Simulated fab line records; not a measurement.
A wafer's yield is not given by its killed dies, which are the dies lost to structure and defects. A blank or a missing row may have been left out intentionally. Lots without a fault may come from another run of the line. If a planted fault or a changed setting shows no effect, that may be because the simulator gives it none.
What tool caused it? | flow n5Finfet | 12 lots, 36 wafers sampled, at 3 steps of a route of 1938

WHAT THE GAUGES SHOWED, per wafer
N5_BEOL_M11_RS_MEAS_57: measures by four-point-probe.
lot  | measured     | on           | M11_RS (ohm/sq)
L074 | day 11 00:02 | filmMetro-02 | 0.154 0.149 0.145
L077 | day 11 10:25 | filmMetro-02 | 0.154 0.146 0.147
L080 | day 11 15:37 | filmMetro-02 | 0.145 0.157 0.154
L083 | day 12 12:18 | filmMetro-02 | 0.154 0.160 0.148
L082 | day 12 19:28 | filmMetro-01 | 0.143 0.142 0.150
L084 | day 13 18:52 | filmMetro-01 | 0.155 0.147 0.150
L087 | day 13 21:43 | filmMetro-01 | 0.153 0.148 0.149
L089 | day 14 19:29 | filmMetro-02 | 0.151 0.149 0.153
L091 | day 15 01:12 | filmMetro-02 | 0.157 0.149 0.149
L094 | day 15 12:55 | filmMetro-02 | 0.160 0.145 0.161
L095 | day 15 20:59 | filmMetro-02 | 0.148 0.151 0.155
L097 | day 16 05:29 | filmMetro-01 | 0.144 0.154 0.158

EACH LOT AND THE TOOL THAT RAN IT (in order: tool; ch and the chambers of the sampled wafers; start)
lot  | N5_BEOL_M11_ALD_74                 | N5_BEOL_M11_SURFACE_TREAT_76
L074 | aldMetal-03 ch 2,3, day 10 22:23   | pvdSputter-03, day 10 22:42
L077 | aldMetal-03 ch 0,1, day 11 08:26   | pvdSputter-02, day 11 08:48
L080 | aldMetal-02 ch 0,2,3, day 11 13:30 | pvdSputter-02, day 11 14:06
L083 | aldMetal-03 ch 0,1,3, day 12 10:41 | pvdSputter-03, day 12 11:02
L082 | aldMetal-02 ch 1,2,3, day 12 18:01 | pvdSputter-02, day 12 18:18
L084 | aldMetal-02 ch 0,1,2, day 13 16:52 | pvdSputter-02, day 13 17:10
L087 | aldMetal-03 ch 0,1,2, day 13 19:54 | pvdSputter-02, day 13 20:13
L089 | aldMetal-02 ch 1,3, day 14 17:52   | pvdSputter-02, day 14 18:21
L091 | aldMetal-03 ch 0,1, day 14 23:41   | pvdSputter-03, day 15 00:00
L094 | aldMetal-01 ch 1,3, day 15 10:50   | pvdSputter-03, day 15 11:13
L095 | aldMetal-01 ch 1,2,3, day 15 18:22 | pvdSputter-02, day 15 18:41
L097 | aldMetal-02 ch 0,1,2, day 16 02:47 | pvdSputter-03, day 16 03:10
- N5_BEOL_M11_ALD_74: deposits TaN, target thk 2 nm, pulse time 2 s, purge time 3 s.
- N5_BEOL_M11_SURFACE_TREAT_76

THE ANSWER, worked out from the rows above alone
Rule: the usual values come from the lots themselves. Put in order of their means at a reading, lots are off if they are a third of the lots or fewer, leave a main group of 4 or more, and stand apart from it by a gap of 3 or more times the standard deviation of the main group's means; of several such gaps the widest counts. Not used: any main group whose means are identical at the precision the tables above print for the reading. A lot without any number at a reading at which 4 lots or more have one is off too. Any other lot the step has rows for is counted as sound.
Across all readings shown, no lot is off: no conclusion can be drawn from this.

WHAT THE SIMULATOR HAD INSERTED
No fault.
